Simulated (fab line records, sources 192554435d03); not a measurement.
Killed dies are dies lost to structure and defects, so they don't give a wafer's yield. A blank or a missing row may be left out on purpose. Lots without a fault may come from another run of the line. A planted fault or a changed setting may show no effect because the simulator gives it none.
fab line records | flow n5_finfet
record lots=9 wafers=27 last_day=18
route steps=1938 shown MOL_CONTACT_COAG@574 BEOL_M4@1111 PASSIVATION@1936
lots that met no fault: from a run of the same line without faults
start_h: hours from the record's first day to the start of the lot's first wafer shown | wait_h: hours since the lot's step before | " the same as in the row above | L1.1+2: a row that stands for several wafers | - no value, or no start given | * or withheld: withheld | < > ~ a bound
route shown NAME@n: a module of which the file shows steps, and the number in the route of the first | usual: mean/standard deviation of fault-free wafers | same: alike in all rows | chamber/n: place in a boat | sites: the reading at each site | _std_site: their standard deviation | _edge_site: outer sites' mean less inner sites' | radius_mm: how far each site lies from the wafer's centre | mask NAME#n: copy n | behind: the tool/chamber that last shaped the wafer | hold: why the lot was held/for how many hours/how that ended | device: the transistor (n, p or np) that didn't switch | end of line: the same wafers' tests at the end of the route | a step without rows: its recipe alone | killed: dies lost to structure and defects at the first sort, not the wafer's yield | map: a wafer's dies, x killed, . not, _ none there
set.NAME: the setting as run; set.NAME@STEP: as run at that earlier step | model.NAME: the simulator's own value behind a step, which no gauge read
steps of the route over a sample of lots; a table a step, a row a wafer
services: from which hour (start_h, from the record's first day; less than 0 if before it) a tool's chamber was out of use, for how many hours, and why
## steps
# step N5_MOL_CONTACT_COAG_OVL_MEAS_85
# recipe points_per_wafer=522
# usual VG_OVL=0.4/0.71
# columns lot.wafer tool chamber start_h wait_h VG_OVL[nm]
L444.2 overlay-01 0 115.00 0.0 0.7
L444.3 " 0 " " 0.0
L444.6 " 0 " " -0.3
L445.2 overlay-01 0 121.50 0.0 -0.1
L445.3 " 0 " " 0.0
L445.6 " 0 " " -1.4
L447.1 overlay-02 0 137.19 0.0 0.2
L447.4 " 0 " " 0.5
L447.5 " 0 " " -0.4
L451.3 overlay-02 0 152.88 0.0 -0.2
L451.4 " 0 " " 0.3
L451.6 " 0 " " -0.1
L452.3 overlay-02 0 161.57 0.0 0.7
L452.5 " 0 " " 1.3
L452.6 " 0 " " -0.3
L453.1 overlay-02 0 168.88 0.0 0.8
L453.3 " 0 " " 0.8
L453.4 " 0 " " 0.8
L454.3 overlay-02 0 173.57 0.0 0.7
L454.4 " 0 " " 1.3
L454.5 " 0 " " 1.5
L457.1 overlay-01 0 195.93 0.0 1.2
L457.3 " 0 " " 1.8
L457.5 " 0 " " 1.1
L464.1 overlay-01 0 234.95 0.0 -0.6
L464.3 " 0 " " 0.8
L464.6 " 0 " " -0.6
# step N5_MOL_CONTACT_COAG_EXPOSE_37
# recipe mask_id=VD na=0.33 source_shape=annular sigma_inner=0.3 sigma_outer=0.7 polarization=unpolarized defocus_nm=0 dose_mj=62
# same na=0.33
# columns lot.wafer tool chamber start_h wait_h mask
L444.2+3+6 euv_scanner-01 0 116.38 - VD#0
L445.2+3+6 euv_scanner-01 0 122.95 - VD#0
L447.1+4+5 euv_scanner-02 0 138.52 - VD#0
L451.3+4+6 euv_scanner-02 0 154.04 - VD#0
L452.3+5+6 euv_scanner-02 0 162.90 - VD#0
L453.1+3+4 euv_scanner-02 0 170.90 - VD#0
L454.3+4+5 euv_scanner-02 0 174.90 - VD#0
L457.1+3+5 euv_scanner-02 0 197.10 - VD#0
L464.1+3+6 euv_scanner-02 0 236.04 - VD#0
# step N5_MOL_CONTACT_COAG_CD_MEAS_40
# recipe target_cd_nm=25.1 landing_energy_ev=500 detector=se_inlens polarity=opening
# usual cd_nm=25.03/0.21
# columns lot.wafer tool chamber start_h wait_h cd_nm
L444.2 cd_sem-01 0 116.52 - 24.90
L444.3 " 0 " " 25.10
L444.6 " 0 " " 25.22
L445.2 cd_sem-02 0 123.09 - 24.93
L445.3 " 0 " " 25.13
L445.6 " 0 " " 24.82
L447.1 cd_sem-02 0 138.67 - 24.97
L447.4 " 0 " " 24.99
L447.5 " 0 " " 24.74
L451.3 cd_sem-03 0 154.17 - 24.80
L451.4 " 0 " " 25.12
L451.6 " 0 " " 25.04
L452.3 cd_sem-03 0 163.03 - 24.83
L452.5 " 0 " " 24.62
L452.6 " 0 " " 24.93
L453.1 cd_sem-02 0 171.05 - 25.13
L453.3 " 0 " " 25.21
L453.4 " 0 " " 25.22
L454.3 cd_sem-03 0 175.03 - 25.14
L454.4 " 0 " " 24.92
L454.5 " 0 " " 25.19
L457.1 cd_sem-01 0 197.24 - 24.74
L457.3 " 0 " " 24.89
L457.5 " 0 " " 24.93
L464.1 cd_sem-03 0 236.19 - 25.06
L464.3 " 0 " " 25.00
L464.6 " 0 " " 9.78
# step N5_MOL_CONTACT_COAG_OVL_MEAS_41
# recipe points_per_wafer=522
# usual VD_OVL=0.1/0.72
# columns lot.wafer tool chamber start_h wait_h VD_OVL[nm]
L444.2 overlay-01 0 116.55 0.0 -1.2
L444.3 " 0 " " -1.2
L444.6 " 0 " " -1.1
L445.2 overlay-01 0 123.12 0.0 -1.5
L445.3 " 0 " " -0.8
L445.6 " 0 " " 0.4
L447.1 overlay-01 0 138.70 0.0 -0.4
L447.4 " 0 " " 1.1
L447.5 " 0 " " 0.6
L451.3 overlay-01 0 154.21 0.0 0.3
L451.4 " 0 " " 0.3
L451.6 " 0 " " 0.7
L452.3 overlay-01 0 163.07 0.0 0.5
L452.5 " 0 " " -0.5
L452.6 " 0 " " 0.5
L453.1 overlay-01 0 171.08 0.0 0.4
L453.3 " 0 " " 0.1
L453.4 " 0 " " 0.1
L454.3 overlay-01 0 175.07 0.0 0.9
L454.4 " 0 " " 0.9
L454.5 " 0 " " 0.3
L457.1 overlay-02 0 197.27 0.0 0.2
L457.3 " 0 " " -0.1
L457.5 " 0 " " 0.6
L464.1 overlay-01 0 236.22 0.0 0.5
L464.3 " 0 " " 1.1
L464.6 " 0 " " -0.3
# step N5_MOL_CONTACT_COAG_ETCH_65
# recipe chemistry=N2/H2 target=underlayer target_depth_a=130 mask_material=CAR-EUV time_s=10.4 ion_energy_ev=200 pressure_mtorr=30 source_w=840 bias_w=150 n2_flow_sccm=200 h2_flow_sccm=200 ends=cleared
# usual drypump_motor_current_A=5.8/0.47 etch_rf_on_time_s=10.39/0.17 oes_product_au=0.70/0.077 rf_vpp_V=524.6/2.6 showerhead_plenum_p_Torr=2.58/0.09 throttle_valve_pct=17.77/0.24
# columns lot.wafer tool chamber start_h wait_h drypump_motor_current_A etch_rf_on_time_s oes_product_au rf_hours_counter_h rf_vpp_V showerhead_plenum_p_Torr throttle_valve_pct
L444.2 rie_diel-05 3 116.67 0.0 5.2 10.54 0.78 13 528.0 2.72 17.70
L444.3 " 1 " " 5.6 10.27 0.76 24 522.9 2.49 17.83
L444.6 " 1 " " 5.6 10.22 0.76 - 522.7 2.49 17.83
L445.2 rie_diel-02 1 123.35 0.0 5.2 10.53 0.75 34 524.8 2.60 17.73
L445.3 " 0 " " 5.8 10.46 0.64 169 519.6 2.42 17.76
L445.6 " 1 " " 5.3 10.51 0.75 - 524.9 2.60 17.70
L447.1 rie_diel-04 0 138.82 0.0 5.2 10.49 0.57 248 523.6 2.49 17.53
L447.4 " 3 " " 6.5 10.41 0.63 183 525.6 2.63 17.86
L447.5 " 0 " " 5.2 10.58 0.56 - 524.0 2.49 17.53
L451.3 rie_diel-02 1 154.95 0.0 5.2 10.36 0.75 46 525.2 2.60 17.75
L451.4 " 2 " " 6.2 10.54 0.70 71 528.1 2.67 17.54
L451.6 " 1 " " 5.3 10.50 0.74 - 524.1 2.60 17.75
L452.3 rie_diel-02 1 163.53 0.0 5.2 10.59 0.74 49 523.7 2.60 17.73
L452.5 " 3 " " 5.7 10.36 0.79 - 525.6 2.60 17.49
L452.6 " 0 " " 5.8 10.50 0.63 - 520.6 2.42 17.80
L453.1 rie_diel-02 2 171.20 0.0 6.2 10.70 0.69 76 528.0 2.67 17.52
L453.3 " 0 " " 5.8 10.76 0.61 188 520.4 2.42 17.78
L453.4 " 1 " " 5.2 10.72 0.72 52 525.8 2.59 17.77
L454.3 rie_diel-05 1 175.20 0.0 5.7 10.22 0.73 45 522.3 2.48 17.86
L454.4 " 3 " " 5.2 10.31 0.76 33 527.1 2.72 17.73
L454.5 " 3 " " 5.2 10.44 0.75 - 527.9 2.72 17.73
L457.1 rie_diel-05 3 197.49 0.0 5.2 10.35 0.75 39 528.6 2.71 17.75
L457.3 " 0 " " 5.8 10.43 0.76 31 523.1 2.49 17.77
L457.5 " 1 " " 5.6 10.25 0.73 - 522.1 2.48 17.89
L464.1 rie_diel-05 2 236.35 0.0 6.5 10.19 0.86 2 526.8 2.63 17.91
L464.3 " 0 " " 5.8 10.26 0.75 48 521.4 2.48 17.83
L464.6 " 2 " " 6.5 10.32 0.85 - 524.8 2.63 17.92
# step N5_MOL_CONTACT_COAG_CD_MEAS_101
# recipe target_cd_nm=16
# usual cd_nm=16.0/0.35
# columns lot.wafer tool chamber start_h wait_h cd_nm
L444.2 cd_sem-01 - 117.73 0.0 16.6
L444.3 " - " " 16.4
L444.6 " - " " 16.3
L445.2 cd_sem-01 - 124.14 0.0 16.2
L445.3 " - " " 16.2
L445.6 " - " " 15.9
L447.1 cd_sem-02 - 139.61 0.0 15.4
L447.4 " - " " 15.6
L447.5 " - " " 15.4
L451.3 cd_sem-01 - 155.78 0.0 16.5
L451.4 " - " " 16.2
L451.6 " - " " 15.9
L452.3 cd_sem-01 - 164.55 0.0 15.4
L452.5 " - " " 15.8
L452.6 " - " " 16.3
L453.1 cd_sem-03 - 172.16 0.0 16.3
L453.3 " - " " 16.2
L453.4 " - " " 15.6
L454.3 cd_sem-03 - 176.40 0.0 16.2
L454.4 " - " " 16.2
L454.5 " - " " 15.7
L457.1 cd_sem-03 - 198.63 0.0 16.3
L457.3 " - " " 16.0
L457.5 " - " " 16.1
L464.1 cd_sem-02 - 237.15 0.0 16.4
L464.3 " - " " 15.9
L464.6 " - " " 0.7
# step N5_BEOL_M4_RC_MEAS_101
# usual DIBL_N=36.2/1.6 DIBL_P=36.5/1.9 IOFF_N=0.158/0.027 IOFF_P=0.21/0.038 ION_N=675/12 ION_P=464/8.9 SS_N=71.5/0.61 SS_P=73.4/0.59 VT_N=250.4/3 VT_P=-250/3.6
# columns lot.wafer tool chamber start_h wait_h DIBL_N[mV/V] DIBL_P[mV/V] IOFF_N[nA/um] IOFF_P[nA/um] ION_N[uA/um] ION_P[uA/um] SS_N[mV/dec] SS_P[mV/dec] VT_N[mV] VT_P[mV]
L444.2 prober-01 0 185.63 0.2 36.9 36.6 0.154 0.22 666 461 72.4 73.5 254.4 -251
L444.3 " 0 " " 38.4 37.3 0.171 0.22 669 461 71.9 74.1 251.4 -252
L444.6 " 0 " " 36.7 35.5 0.148 0.20 670 458 71.7 72.9 253.9 -252
L445.2 prober-02 0 186.05 0.2 34.7 34.0 0.134 0.16 658 450 70.6 72.6 253.2 -257
L445.3 " 0 " " 36.7 37.3 0.164 0.21 661 457 71.9 73.3 253.0 -250
L445.6 " 0 " " 35.4 35.1 0.147 0.17 650 446 71.8 72.7 254.2 -256
L447.1 prober-01 0 202.49 0.0 37.8 37.8 0.168 0.21 684 461 72.0 73.6 253.7 -250
L447.4 " 0 " " 38.4 38.4 0.180 0.22 689 461 71.5 74.4 249.0 -250
L447.5 " 0 " " 39.3 39.3 0.192 0.24 680 463 71.3 74.3 251.1 -253
L451.3 prober-01 0 217.45 0.3 35.0 35.7 0.139 0.19 672 468 71.4 73.3 252.1 -252
L451.4 " 0 " " 35.1 35.6 0.144 0.20 683 468 71.3 72.9 252.2 -251
L451.6 " 0 " " 34.2 33.3 0.128 0.17 671 462 70.5 73.1 254.2 -252
L452.3 prober-01 0 227.77 0.3 34.9 35.8 0.142 0.19 671 463 70.5 73.5 251.0 -250
L452.5 " 0 " " 36.5 37.3 0.175 0.20 691 464 70.8 73.8 245.7 -251
L452.6 " 0 " " 38.2 39.0 0.209 0.25 705 474 72.8 73.6 246.5 -246
L454.3 prober-02 0 249.91 0.3 36.5 35.8 0.149 0.23 669 466 72.0 73.0 250.0 -248
L454.4 " 0 " " 35.6 35.8 0.133 0.24 668 473 71.4 73.2 252.2 -245
L454.5 " 0 " " 36.6 36.3 0.158 0.24 687 477 71.9 73.9 248.9 -247
L453.1 prober-02 0 251.76 0.0 34.4 33.6 0.128 0.15 658 446 70.3 72.3 251.3 -258
L453.3 " 0 " " 37.1 37.9 0.175 0.22 672 456 71.5 74.1 248.8 -250
L453.4 " 0 " " 36.1 35.3 0.154 0.17 674 456 71.2 72.9 248.4 -251
L457.1 prober-02 0 276.81 0.0 36.2 35.3 0.141 0.18 677 464 70.7 73.0 250.3 -253
L457.3 " 0 " " 35.3 34.9 0.142 0.18 668 460 71.1 72.6 249.4 -252
L457.5 " 0 " " 35.5 35.6 0.138 0.18 685 457 71.1 73.1 251.5 -254
L464.1 prober-01 0 313.01 0.0 38.4 38.9 0.223 0.30 690 478 73.0 74.6 246.9 -245
L464.3 " 0 " " 36.2 36.3 0.157 0.23 666 461 71.9 73.7 252.2 -248
# step N5_PASSIVATION_PROBE_49
# usual defect_limited_yield=91.3/1.7 killed_at_M0_to_M3=33/11 killed_at_M4_up=14/5.5 killed_at_contacts=13/6.5 killed_at_front_end=39/13 killed_at_other=3.4/2.9 killed_dies=103/20 killed_on_rim=14/4.3 killed_open=69/15 killed_short=32/8.1 sort_bin_5_function=5.1/1.1 sort_bin_6_memory=3.3/0.74 sort_bin_8_speed=0.00/0.014 sort_n_pass=1077/20 sort_yield_pct=91.3/1.7
# same gross_dies=1180 killed_at_back_side=0 sort_bin_4_leakage[%]=0
# columns lot.wafer tool chamber start_h wait_h defect_limited_yield[%] killed_at_M0_to_M3 killed_at_M4_up killed_at_contacts killed_at_front_end killed_at_other killed_dies killed_on_rim killed_open killed_short sort_bin_5_function[%] sort_bin_6_memory[%] sort_bin_8_speed[%] sort_n_pass sort_yield_pct[%]
L457.1 prober-01 - 391.80 0.0 92.0 27 17 9 36 5 94 16 63 28 4.9 2.9 0 1086 92.0
L457.3 prober-01 - 391.90 0.1 90.0 35 10 14 57 2 118 18 64 51 5.6 3.8 0 1062 90.0
L464.1 prober-02 - 429.53 0.0 92.5 34 18 8 27 2 89 7 64 22 4.1 3.1 0 1091 92.5
L464.3 prober-02 - 429.63 0.1 90.0 37 15 14 48 4 118 19 71 42 5.1 4.6 0 1062 90.0
L464.6 prober-02 - 429.78 0.3 0 46 6 1082 44 2 1180 152 61 40 30.4 3.3 0 0 0
# killed by level:class
L457.1 BEOL_M2:geometric_particle:open=14 FIN_SAQP:geometric_particle:short=8 MOL_CONTACT_COAG:geometric_particle:open=8 FIN_SAQP:geometric_particle:open=6 STI_FIN_REVEAL:geometric_particle:open=5 BEOL_M4:geometric_particle:open=5 GATE_CUT:geometric_particle:short=4 BEOL_M3:geometric_particle:open=4
L457.3 FIN_SAQP:geometric_particle:short=18 FIN_SAQP:geometric_particle:open=14 MOL_CONTACT_COAG:geometric_particle:open=10 BEOL_M2:geometric_particle:open=8 BEOL_M0_SAQP:geometric_particle:short=7 BEOL_M2:geometric_particle:short=6 BEOL_M3:geometric_particle:open=6 STARTING-WAFER:geometric_particle:short=5
L464.1 BEOL_M4:geometric_particle:open=10 BEOL_M0_SAQP:geometric_particle:open=9 BEOL_M1:geometric_particle:open=7 BEOL_M2:geometric_particle:open=7 MOL_CONTACT_COAG:geometric_particle:open=6 DUMMY_GATE:geometric_particle:open=5 BEOL_M0_SAQP:geometric_particle:short=5 FIN_SAQP:geometric_particle:open=4
L464.3 STI_FIN_REVEAL:geometric_particle:open=14 MOL_CONTACT_COAG:geometric_particle:open=12 BEOL_M4:geometric_particle:open=11 BEOL_M0_SAQP:geometric_particle:short=9 FIN_SAQP:geometric_particle:short=8 BEOL_M0_SAQP:geometric_particle:open=8 BEOL_M2:geometric_particle:short=6 BEOL_M2:geometric_particle:open=5
L464.6 MOL_CONTACT_COAG:area_expose=1077 STI_FIN_REVEAL:geometric_particle:open=16 BEOL_M0_SAQP:geometric_particle:open=15 FIN_SAQP:geometric_particle:short=12 BEOL_M0_SAQP:geometric_particle:short=9 BEOL_M2:geometric_particle:open=6 FIN_SAQP:geometric_particle:open=4 STI_FIN_REVEAL:geometric_particle:short=4
## services
# columns tool chamber start_h hours kind
rie_diel-02 - 93.56 0.3 repair
rie_diel-02 3 113.81 - clean
rie_diel-02 3 113.81 - consumable_replace:focus_ring
euv_scanner-01 - 114.40 0.7 repair
euv_scanner-01 - 135.55 1.0 pm
euv_scanner-02 - 145.82 1.0 pm
euv_scanner-02 - 156.89 4.6 pm
euv_scanner-01 - 161.52 5.8 pm
rie_diel-04 0 163.15 - clean
rie_diel-04 2 165.46 6.9 repair
euv_scanner-01 - 171.49 0.6 repair
euv_scanner-01 0 185.07 - calibration
euv_scanner-01 - 191.70 1.0 pm
euv_scanner-02 0 191.91 - calibration
euv_scanner-01 - 197.22 0.1 repair
euv_scanner-01 - 197.84 0.7 repair
euv_scanner-02 - 201.99 1.0 pm
rie_diel-05 2 206.62 - clean
rie_diel-05 2 206.62 - consumable_replace:focus_ring
rie_diel-05 2 206.62 23.4 scheduled_down
rie_diel-05 2 206.62 23.4 vent_cycle
rie_diel-04 0 212.51 4.9 repair
rie_diel-04 2 214.43 1.4 repair
euv_scanner-01 - 224.93 107.6 repair
## key
first_sign step=N5_MOL_CONTACT_COAG_CD_MEAS_40 reading=cd_nm direction=down sigmas=73 usual=25.03 struck=9.78
effect step=N5_MOL_CONTACT_COAG_CD_MEAS_101 reading=cd_nm direction=down sigmas=43 usual=16.0 struck=0.7
effect step=N5_PASSIVATION_PROBE_49 reading=killed_at_contacts direction=up sigmas=99+ usual=13 struck=1082
more_kills_born_at N5_MOL_CONTACT_COAG_EXPOSE_37@euv_scanner-02=1077
met_at N5_MOL_CONTACT_COAG_EXPOSE_37
struck_lots L464
struck_wafers L464.6
later_rows_left_out L464.6
not_acting_at N5_MOL_CONTACT_COAG_OVL_MEAS_85,N5_MOL_CONTACT_COAG_OVL_MEAS_41,N5_MOL_CONTACT_COAG_ETCH_65
onset_between 197.10 236.04
fault kind=process_parameter_drift tool=euv_scanner-02 chamber=- onset_h=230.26 steps=N5_MOL_CONTACT_COAG_EXPOSE_37 channel=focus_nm offset=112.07 shape=step end_h=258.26 scope=struck_wafers_only
# later_rows_left_out: the simulator's readings of these wafers behind a module that went badly wrong aren't trusted and aren't shown, but for the sort
